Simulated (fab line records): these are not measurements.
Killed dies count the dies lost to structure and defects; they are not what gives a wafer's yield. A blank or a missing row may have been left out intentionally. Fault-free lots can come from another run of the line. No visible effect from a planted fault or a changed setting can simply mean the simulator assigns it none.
Matching of chambers ; flow n5-finfet ; N5_PMOS_HMC_CHANNEL_EPI_FIN_RECESS_16 on rie-si-03 has 4 sister chambers
The step chemistry HBr/Cl2, target Si, target depth 54 nm, time 18 s. 27 wafers are shown with their chamber, then 12 later ones without.

== EACH WAFER AND ITS CHAMBER ==
wafer;chamber;throttle-valve-pct (%);drypump-motor-current-A (A);oes-product-au (a.u.)
L074.2;2;35.6;6.5;0.959
L074.4;3;36.4;6.0;1.012
L074.6;3;36.4;6.0;1.013
L075.2;1;35.0;6.4;1.044
L075.4;0;35.9;5.4;1.028
L075.5;1;35.0;6.3;1.046
L078.1;3;36.5;6.0;1.005
L078.4;2;35.6;6.5;0.964
L078.5;3;36.4;6.0;1.011
L081.1;0;35.8;5.4;1.041
L081.2;2;35.6;6.5;0.956
L081.3;3;36.4;6.0;1.004
L081.4;1;35.0;6.4;1.034
L081.5;2;35.6;6.5;0.965
L081.6;1;35.0;6.4;1.036
L085.3;3;36.5;6.0;1.000
L085.4;0;35.9;5.4;1.026
L085.6;3;36.4;6.0;0.999
L088.1;3;36.4;6.0;1.014
L088.3;1;35.0;6.4;1.035
L088.6;2;35.6;6.5;0.960
L089.2;1;35.0;6.4;1.045
L089.3;3;36.4;5.9;1.022
L089.5;2;35.6;6.5;0.959
L091.2;2;35.6;6.6;0.954
L091.4;0;35.9;5.4;1.032
L091.6;0;35.8;5.3;1.040

SIGNATURES (means of the wafers above)
reading;chamber 0;chamber 1;chamber 2;chamber 3;scatter within a chamber
throttle-valve-pct;35.860;35.000;35.600;36.422;0.0346
drypump-motor-current-A;5.380;6.383;6.514;5.989;0.0383
oes-product-au;1.03340;1.04000;0.95957;1.00889;0.00618
Rule: distance of a wafer from a chamber = root of the sum over the readings of ((wafer's reading minus chamber's mean) / reading's scatter) squared. The wafer belongs to the nearest chamber; if the next one is less than 2 further off, it can't be placed. The scatter is the square root of a quotient: the sum, over the shown wafers, of each reading's squared deviation from its chamber's mean, divided by wafers minus chambers.

== WAFERS MISSING THEIR CHAMBER ==
wafer;throttle-valve-pct (%);drypump-motor-current-A (A);oes-product-au (a.u.)
L092.3;35.6;6.5;0.953
L092.4;35.8;5.4;1.041
L092.5;35.6;6.5;0.957
L094.1;35.8;5.3;1.041
L094.2;36.4;6.0;1.016
L094.6;35.8;5.3;1.042
L095.1;35.8;5.4;1.032
L095.2;36.4;6.0;1.015
L095.3;35.6;6.5;0.967
L095.4;35.0;6.3;1.048
L095.5;36.4;6.0;1.010
L095.6;35.8;5.3;1.041

== WHICH CHAMBER EACH WENT THROUGH ==
wafer;from the rows above;in truth
L092.3;2;2
L092.4;0;0
L092.5;2;2
L094.1;0;0
L094.2;3;3
L094.6;0;0
L095.1;0;0
L095.2;3;3
L095.3;2;2
L095.4;1;1
L095.5;3;3
L095.6;0;0
Placed correctly: 12 of 12. Left unplaced by these rows: 0. Number placed wrongly: 0.
